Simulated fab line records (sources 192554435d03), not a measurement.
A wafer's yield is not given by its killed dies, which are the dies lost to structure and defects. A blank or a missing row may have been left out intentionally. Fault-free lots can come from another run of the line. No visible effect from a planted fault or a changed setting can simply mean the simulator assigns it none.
Comparing a struck lot with a sound one    flow n5 finfet    16 steps out of a route of 1938
Sound: the wafers L506.2, L506.3, L506.4. Struck: wafer L512.1. The cause comes at the end.
At each step with rows: each side's tool, then ch and its chambers, then its first start. Under that, the readings that differ: sound wafers    struck wafers    difference of the means    sigmas: that difference in standard deviations of wafers without a fault.
alike: words and numbers the same on both sides, and readings whose means are apart by under 2 such deviations; not compared: readings that were withheld, readings missing a value for some wafer, numbers with overlapping values and no deviation given by the record, and bounds like >300 which may hide the same value.
Wherever a step has rows on one side only, a row that says differs or no value, or a row with sigmas, the two part there. When numbers do not overlap yet have no deviation, they are printed without sigmas and do not part them. Lack of a reading on every wafer of one side parts them only where that side has two or more wafers.

first, 1 step without rows for these wafers: N5_SD_EPI_N_STRIP_47 (strips in CHF3/O2).
N5_SD_EPI_N_SD_RECESS_17: chemistry HBr/Cl2/O2, target depth 41 nm, time 23.7 s, bt time 3 s.
  sound on rie si-05 ch 0,2,3, day 3 02:32; struck on rie si-03 ch 0, day 4 13:31
  alike: drypump motor current A, he backside leak sccm, oes product au, throttle valve pct
  not compared: rf hours counter h
N5_SD_EPI_N_STRIP_38: strips in N2/H2.
  sound on plasma asher-02 ch 0,1, day 3 02:38; struck on plasma asher-01 ch 0, day 4 13:49
reading                      sound        struck  difference  sigmas
drypump motor current A (A)  4.8 4.8 5.1  5.7     +0.8        +2
  alike: h2 flow sccm, heater power w, oes product au
  not compared: rf hours counter h
then, 4 steps without rows for these wafers: N5_SD_EPI_N_WET_ETCH_43 (etches SiO2 in dHF, time 14 s, target depth 1.5 nm); N5_SD_EPI_N_STRIP_18 (strips in SPM, time 750 s); N5_SD_EPI_N_SRD_20 (time 30 s); N5_SD_EPI_N_PRECLEAN_48 (cleans in NF3:NH3, afs cycles 2, time 20 s, sublimation time 60 s).
N5_SD_EPI_N_VAPOR_ETCH_50: etches Si in HCl, time 54 s.
  sound on epi rpcvd-01 ch 0, day 3 03:23; struck on epi rpcvd-02 ch 0, day 4 14:40
reading                 sound              struck  difference  sigmas
throttle valve pct (%)  12.01 12.24 11.69  11.39   -0.59       -2
  alike: lamp inner pct
then, 1 step without rows for these wafers: N5_SD_EPI_N_EPI_21 (deposits Si:P, time 690 s).
N5_SD_EPI_N_EPI_MEAS_23:
  sound on film metro-02, day 3 05:16; struck on film metro-01, day 4 17:11
  alike: thk nm
then, 2 steps without rows for these wafers: N5_SD_EPI_N_PRECLEAN_24 (cleans in O3/DIW, time 60 s); N5_SD_EPI_N_SRD_25 (time 30 s).
N5_SD_EPI_N_PRECLEAN_49: cleans in NF3:NH3, afs cycles 1, time 20 s, sublimation time 60 s.
  sound on remote plasma-02 ch 1, day 3 05:26; struck on remote plasma-01 ch 1, day 4 17:17
reading     sound              struck  difference  sigmas
temp c (C)  29.91 29.95 30.06  30.50   +0.53       +6
N5_SD_EPI_N_LINER_46: material SiNx, target thk 3 nm.
  sound on ald sin-01 ch 1,2,3, day 3 05:36; struck on ald sin-04 ch 0, day 4 17:35
reading                sound     struck  difference  sigmas
since wet clean h (h)  46 46 46  279     +233        
  alike: heater power w
-- a jump in the record: the struck wafers' starts before and after are 5 days apart (it breaks off in module SD_EPI_N and resumes in module BEOL_M4, where the first step shown is number 1111 of the route) --
N5_BEOL_M4_RC_MEAS_101:
  sound on prober-02 ch 0, day 7 19:30; struck on prober-01 ch 0, day 9 23:17
  alike: DIBL_N, DIBL_P, IOFF_N, IOFF_P, ION_N, ION_P, SS_N, SS_P, VT_N, VT_P
N5_PASSIVATION_PROBE_49:
  the record has rows for the sound wafers here (prober-02, day 12 05:48) and none for the struck ones

WHERE THEY PART
At N5_SD_EPI_N_STRIP_38 first; at N5_PASSIVATION_PROBE_49 last (within this record only).

WHY: what the simulator had put in
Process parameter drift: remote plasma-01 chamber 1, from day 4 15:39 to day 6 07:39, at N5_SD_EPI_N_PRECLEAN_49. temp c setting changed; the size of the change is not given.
